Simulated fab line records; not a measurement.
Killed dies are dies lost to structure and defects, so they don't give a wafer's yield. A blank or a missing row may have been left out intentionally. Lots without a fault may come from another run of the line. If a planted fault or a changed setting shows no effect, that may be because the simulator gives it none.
A struck lot beside a sound one :: flow nandHarc :: 14 steps out of a route of 1302
Sound: the wafers L637.2, L637.4, L637.6. The struck wafers were L629.3, L629.4, L629.6. The cause is named last.
At each step with rows: each side's tool, then ch and its chambers, then its first start. Under that, the readings that differ: sound wafers :: struck wafers :: difference of the means :: sigmas: that difference in standard deviations of wafers without a fault.
alike: readings whose means differ by less than 2 such deviations, and words and numbers that are the same on both sides. not compared: withheld readings, readings that some wafer has no value for, bounds like >300 that may hide the same value, and numbers for which the record gives no deviation and whose values overlap.
A row with sigmas, a row that says differs or no value, or rows on one side alone: a step with any of these is where the two part. Non-overlapping numbers with no deviation appear without sigmas and do not part them. Lack of a reading on every wafer of one side parts them only where that side has two or more wafers.

NHARC_P_BONDPAD_CD_MEAS_09: the cd target is 500 nm.
  sound on cdSem-01 ch 0, day 12 17:36; struck on cdSem-01 ch 0, day 9 10:54
  alike: cdNm
NHARC_P_BONDPAD_OVL_MEAS_38:
  sound: overlay-01 at day 12 17:41; struck: overlay-02 at day 9 10:59
  alike: overlayXNm, overlayYNm
then, 1 step without rows for these wafers: NHARC_P_BONDPAD_HARDBAKE_10 (time 65 s).
NHARC_P_BONDPAD_DESCUM_11: chemistry O2, time 3 s.
  sound on rieDiel-02 ch 1,3, day 12 17:49; struck on rieDiel-04 ch 0,2,3, day 9 11:07
  alike: drypumpMotorCurrentA, o2FlowSccm, oesProductAu, rfVppV, showerheadPlenumPTorr, throttleValvePct
  not compared: rfHoursCounterH
then, 1 step without rows for these wafers: NHARC_P_BONDPAD_ETCH_37 (etches the open film in N2/H2, target depth 60 nm, overetch 18 nm, time 65.91 s).
NHARC_P_BONDPAD_ETCH_12: etches the open film in CHF3/O2, target depth 200 nm, time 100 s.
  sound: rieDiel-02 ch 0,2; struck: rieDiel-04 ch 0,3
reading: oesProductAu (a.u.)
sound: 0.934 0.910 0.930
struck: 0.995 0.984 0.978
difference: +0.061
sigmas: +3
  alike: drypumpMotorCurrentA, o2FlowSccm, rfVppV, showerheadPlenumPTorr, throttleValvePct
  not compared: rfHoursCounterH
NHARC_P_BONDPAD_CD_MEAS_13:
  sound: cdSem-01 at day 12 18:08; struck: cdSem-02 at day 9 11:26
  alike: cdNm
NHARC_P_BONDPAD_STRIP_15: strips in O2.
  sound on rieDiel-02 ch 0,3, day 12 18:12; struck on rieDiel-11 ch 1,3, day 9 11:32
  alike: drypumpMotorCurrentA, o2FlowSccm, oesProductAu, rfVppV, showerheadPlenumPTorr, throttleValvePct
  not compared: rfHoursCounterH
NHARC_P_BONDPAD_ETCH_24: etches the open film in CF4/N2, target depth 30 nm, time 72.99 s.
  sound on rieDiel-02 ch 2,3; struck on rieDiel-11 ch 1,3, day 9 11:41
  alike: cf4FlowSccm, drypumpMotorCurrentA, oesProductAu, rfVppV, showerheadPlenumPTorr, throttleValvePct
  not compared: rfHoursCounterH
then, 3 steps without rows for these wafers: NHARC_P_BONDPAD_STRIP_16 (strips in post etch residue remover, time 600 s); NHARC_P_BONDPAD_DEGAS_25 (time 60 s); NHARC_P_BONDPAD_PRE_CLEAN_26 (time 30 s).
NHARC_P_BONDPAD_PVD_17: deposits TaN, target thk 5 nm, time 8.06 s.
  sound: pvdSputter-03 at day 12 18:54; struck: pvdSputter-02 at day 9 12:13
  no value came back on the struck wafers for biasV (V), cathodeDcPowerW (W), chamberPressurePa (Pa), throttleValvePct (%); on the sound wafers biasV (V) reads 169.7 169.5 167.5
NHARC_P_BONDPAD_PVD_27: deposits Cu, target thk 30 nm, time 20.49 s.
  sound on pvdSputter-03; struck on pvdSputter-02
  alike: cathodeDcPowerW, chamberPressurePa, throttleValvePct

## WHERE THEY PART
Last at NHARC_P_BONDPAD_PVD_17 as far as this record goes, first at NHARC_P_BONDPAD_ETCH_12. Later steps at which nothing parts them and some readings are alike: NHARC_P_BONDPAD_PVD_27.

WHY: what the simulator had put in
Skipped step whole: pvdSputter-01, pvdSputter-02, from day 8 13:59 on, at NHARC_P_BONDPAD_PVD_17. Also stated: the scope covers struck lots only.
